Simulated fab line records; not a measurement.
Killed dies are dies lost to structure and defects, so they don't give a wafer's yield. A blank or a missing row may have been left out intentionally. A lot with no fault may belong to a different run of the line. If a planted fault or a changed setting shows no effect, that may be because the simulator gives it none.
Chamber matching / flow n5 finfet / 4 sister chambers for N5_SDB_ETCH_17 on rie diel-02
The step etches SiARC in CF4, target depth 23.4 nm, time 39 s. 20 wafers are shown with their chamber, then 10 later ones without.

== WAFERS PAIRED WITH THEIR CHAMBERS ==
wafer=L074.2; chamber=3; showerhead plenum p Torr (Torr)=2.20; drypump motor current A (A)=5.6; oes product au (a.u.)=0.60
wafer=L074.3; chamber=2; showerhead plenum p Torr (Torr)=2.25; drypump motor current A (A)=6.2; oes product au (a.u.)=0.74
wafer=L074.6; chamber=0; showerhead plenum p Torr (Torr)=2.05; drypump motor current A (A)=5.8; oes product au (a.u.)=0.65
wafer=L079.1; chamber=3; showerhead plenum p Torr (Torr)=2.19; drypump motor current A (A)=5.7; oes product au (a.u.)=0.60
wafer=L079.2; chamber=1; showerhead plenum p Torr (Torr)=2.18; drypump motor current A (A)=5.3; oes product au (a.u.)=0.78
wafer=L079.5; chamber=3; showerhead plenum p Torr (Torr)=2.19; drypump motor current A (A)=5.7; oes product au (a.u.)=0.60
wafer=L083.1; chamber=1; showerhead plenum p Torr (Torr)=2.18; drypump motor current A (A)=5.2; oes product au (a.u.)=0.77
wafer=L083.3; chamber=0; showerhead plenum p Torr (Torr)=2.05; drypump motor current A (A)=5.8; oes product au (a.u.)=0.63
wafer=L083.5; chamber=2; showerhead plenum p Torr (Torr)=2.25; drypump motor current A (A)=6.2; oes product au (a.u.)=0.71
wafer=L084.3; chamber=1; showerhead plenum p Torr (Torr)=2.18; drypump motor current A (A)=5.2; oes product au (a.u.)=0.77
wafer=L084.4; chamber=1; showerhead plenum p Torr (Torr)=2.18; drypump motor current A (A)=5.3; oes product au (a.u.)=0.76
wafer=L084.6; chamber=0; showerhead plenum p Torr (Torr)=2.05; drypump motor current A (A)=5.8; oes product au (a.u.)=0.64
wafer=L085.3; chamber=2; showerhead plenum p Torr (Torr)=2.24; drypump motor current A (A)=6.2; oes product au (a.u.)=0.71
wafer=L085.5; chamber=0; showerhead plenum p Torr (Torr)=2.05; drypump motor current A (A)=5.8; oes product au (a.u.)=0.63
wafer=L085.6; chamber=2; showerhead plenum p Torr (Torr)=2.24; drypump motor current A (A)=6.2; oes product au (a.u.)=0.72
wafer=L086.1; chamber=0; showerhead plenum p Torr (Torr)=2.05; drypump motor current A (A)=5.8; oes product au (a.u.)=0.63
wafer=L086.3; chamber=1; showerhead plenum p Torr (Torr)=2.17; drypump motor current A (A)=5.2; oes product au (a.u.)=0.76
wafer=L086.4; chamber=3; showerhead plenum p Torr (Torr)=2.19; drypump motor current A (A)=5.7; oes product au (a.u.)=0.82
wafer=L091.3; chamber=2; showerhead plenum p Torr (Torr)=2.24; drypump motor current A (A)=6.2; oes product au (a.u.)=0.70
wafer=L091.5; chamber=1; showerhead plenum p Torr (Torr)=2.17; drypump motor current A (A)=5.2; oes product au (a.u.)=0.74

SIGNATURES, as means of the wafers listed above
reading=showerhead plenum p Torr; chamber 0=2.0500; chamber 1=2.1767; chamber 2=2.2440; chamber 3=2.1925; scatter within a chamber=0.00453
reading=drypump motor current A; chamber 0=5.800; chamber 1=5.233; chamber 2=6.200; chamber 3=5.675; scatter within a chamber=0.0361
reading=oes product au; chamber 0=0.6360; chamber 1=0.7633; chamber 2=0.7160; chamber 3=0.6550; scatter within a chamber=0.049
Rule: for each reading, subtract the chamber's mean from the wafer's reading, divide by that reading's scatter and square the result; add these up over the readings and take the root, which gives the wafer's distance from the chamber. If the next closest chamber is less than 2 further off than the closest, the wafer can't be placed; otherwise it belongs to the closest. The scatter: the root of (the sum of the squares of (reading less its chamber's mean) over the shown wafers, divided by (wafers less chambers)).

== WAFERS WITH NO CHAMBER GIVEN ==
wafer=L091.6; showerhead plenum p Torr (Torr)=2.24; drypump motor current A (A)=6.2; oes product au (a.u.)=0.71
wafer=L093.2; showerhead plenum p Torr (Torr)=2.04; drypump motor current A (A)=5.8; oes product au (a.u.)=0.61
wafer=L093.4; showerhead plenum p Torr (Torr)=2.17; drypump motor current A (A)=5.3; oes product au (a.u.)=0.73
wafer=L093.6; showerhead plenum p Torr (Torr)=2.17; drypump motor current A (A)=5.2; oes product au (a.u.)=0.73
wafer=L094.3; showerhead plenum p Torr (Torr)=2.17; drypump motor current A (A)=5.3; oes product au (a.u.)=0.73
wafer=L094.5; showerhead plenum p Torr (Torr)=2.24; drypump motor current A (A)=6.2; oes product au (a.u.)=0.69
wafer=L094.6; showerhead plenum p Torr (Torr)=2.17; drypump motor current A (A)=5.2; oes product au (a.u.)=0.73
wafer=L097.1; showerhead plenum p Torr (Torr)=2.18; drypump motor current A (A)=5.7; oes product au (a.u.)=0.76
wafer=L097.3; showerhead plenum p Torr (Torr)=2.16; drypump motor current A (A)=5.2; oes product au (a.u.)=0.73
wafer=L097.6; showerhead plenum p Torr (Torr)=2.04; drypump motor current A (A)=5.8; oes product au (a.u.)=0.62

== CHAMBER TAKEN BY EACH ==
wafer=L091.6; from the rows above=2; in truth=2
wafer=L093.2; from the rows above=0; in truth=0
wafer=L093.4; from the rows above=1; in truth=1
wafer=L093.6; from the rows above=1; in truth=1
wafer=L094.3; from the rows above=1; in truth=1
wafer=L094.5; from the rows above=2; in truth=2
wafer=L094.6; from the rows above=1; in truth=1
wafer=L097.1; from the rows above=3; in truth=3
wafer=L097.3; from the rows above=1; in truth=1
wafer=L097.6; from the rows above=0; in truth=0
10 of 10 placed correctly. Not placeable from these rows: 0. Wrongly placed: 0.
